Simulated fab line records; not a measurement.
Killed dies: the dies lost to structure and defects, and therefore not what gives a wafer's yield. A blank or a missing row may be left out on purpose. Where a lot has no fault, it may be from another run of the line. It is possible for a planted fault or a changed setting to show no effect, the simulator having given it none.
Matching of chambers ; flow n5-finfet ; rie-si-06 running N5_BEOL_M0_SAQP_MANDREL2_REMOVE_110: 4 sister chambers
The step chemistry HBr/Cl2/O2, target a-Si, stops on SiCN, bt time 10 s. 8 wafers are shown with their chamber, then 8 later ones without.

## WAFERS WITH THEIR CHAMBER
wafer;chamber;oes_o_777_au (a.u.);drypump-motor-current-A (A)
L085.2;2;1.00;6.1
L085.6;3;1.03;5.8
L086.5;0;0.90;6.1
L087.1;3;1.03;5.7
L092.3;0;0.89;6.0
L092.5;2;0.99;6.1
L092.6;1;0.96;6.0
L093.1;1;0.97;6.0

## WAFERS WHOSE CHAMBER IS MISSING
wafer;oes_o_777_au (a.u.);drypump-motor-current-A (A)
L093.3;0.90;6.1
L093.6;0.90;6.1
L094.1;0.97;6.0
L094.3;1.00;6.1
L094.4;0.90;6.1
L096.1;0.91;6.1
L096.5;0.99;6.1
L096.6;0.97;6.0

## THE CHAMBER EACH PASSED THROUGH
wafer;from the rows above;in truth
L093.3;0;0
L093.6;0;0
L094.1;1;1
L094.3;2;2
L094.4;0;0
L096.1;0;0
L096.5;2;2
L096.6;1;1
Placed correctly: 8 of 8. Can't be placed from these rows: 0. Number placed wrongly: 0.
How it was worked out, from the rows above alone: a wafer's distance from a chamber is the root of the sum, over the readings, of the square of ((its reading less the chamber's mean) divided by the reading's scatter). If the next closest chamber is less than 2 further off than the closest, the wafer can't be placed; otherwise it belongs to the closest. For every chamber, the mean is computed from those of its wafers that are shown. The scatter is the square root of a quotient: the sum, over the shown wafers, of each reading's squared deviation from its chamber's mean, divided by wafers minus chambers.
